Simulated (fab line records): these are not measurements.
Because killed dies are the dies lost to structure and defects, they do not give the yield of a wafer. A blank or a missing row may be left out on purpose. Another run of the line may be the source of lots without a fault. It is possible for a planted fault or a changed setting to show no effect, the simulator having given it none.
Problem report in the 8D (eight disciplines) form, filled by code + flow nandHarc + the parts of the form that need people (team, actions taken, sign-off) are left out

## 1. THE PROBLEM
At NHARC_A_ONON_D1_THK_MEAS_11, thkNm averages 939 nm over 3 wafers from 2 lots, while fault-free wafers read 1000 nm, standard deviation 8.8. That puts it -6.9 standard deviations away from the usual mean.
The step: measures by ellipsometry.
First observed at day 11 16:05: wafer L571.4, on filmMetro-01. The record has a number at this step for 40 wafers belonging to 14 lots. The rule behind "out" and "out of limits": a value lying over 4 standard deviations away from the usual mean. Any other wafer with a number is counted as sound.

## 2. WHAT IT IS AND WHAT IT IS NOT
| question                    | is                     | is not                                                                                                   |
|-----------------------------|------------------------|----------------------------------------------------------------------------------------------------------|
| which readings at this step | thkNm                  | -                                                                                                        |
| which lots                  | L571, L573             | L562, L563, L564, L565, L566, L574, L577, L579, L581, L582, L583, L584                                   |
| which wafers of those lots  | L571.4, L573.3, L573.4 | L571.2                                                                                                   |
| read on which gauges        | filmMetro-01           | filmMetro-02                                                                                             |
| when                        | from day 11 16:05      | up to then (16 sound wafers); but 21 sound wafers of L574, L577, L579, L581, L582, L583, L584 came after |

## 3. SUSPECTS, AND WHAT RULES EACH OUT
Counting: a tool at a process step up to the reading stays a suspect if it ran every lot that is out. Sound lots after the first of them don't rule it out here, since some wafers of a struck lot are sound.
- the gauge at NHARC_A_ONON_D1_THK_MEAS_11: kept. All the wafers that are out were read on filmMetro-01, and no step on other tools shows them out.
- pecvdOnon-03 at NHARC_A_ONON_D1_DEP_09 (target thk 1000 nm): kept. It processed each lot that is out (first: L571, day 11 15:38); up to then, its last sound lot is L564 (day 8 11:17).
What counting leaves: pecvdOnon-03 at NHARC_A_ONON_D1_DEP_09 and filmMetro-01 at NHARC_A_ONON_D1_THK_MEAS_11.

## 4. THE CAUSE (what the simulator had put in)
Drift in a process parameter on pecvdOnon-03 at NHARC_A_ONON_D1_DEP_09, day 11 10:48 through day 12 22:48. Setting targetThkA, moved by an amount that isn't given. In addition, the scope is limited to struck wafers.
Of the 2 suspects that counting leaves, this tool is one.

## 5. THE CHAIN OF EFFECTS, in route order
Each row: a reading where the mean over the struck wafers with a number is more than 3 standard deviations away from the usual. Scope: only readings with a usual standard deviation given in the record; hours: median across lots of the time from each lot's start at the first step in this table that gives one to its start at this step; sigmas: change in usual standard deviations.
| hours | step                        | reading | usual   | on struck wafers | change | sigmas |
|-------|-----------------------------|---------|---------|------------------|--------|--------|
| 0     | NHARC_A_ONON_D1_THK_MEAS_11 | thkNm   | 1000 nm | 939              | -61    | -6.9   |

## 6. WHAT WOULD HAVE CAUGHT IT SOONER
The first out-of-limits reading at a measuring or inspecting step in this record came at day 11 16:05, 5 hours after the fault's start at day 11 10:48.
Of the tool readings at NHARC_A_ONON_D1_DEP_09 for which the record gives a usual standard deviation, none was out on any struck wafer, so an alarm limit of 4 standard deviations on them would not have fired.
L573, from the lots that are out (2), started NHARC_A_ONON_D1_DEP_09 on pecvdOnon-03 later than day 11 16:05. Holding the tool at that time would have saved it.
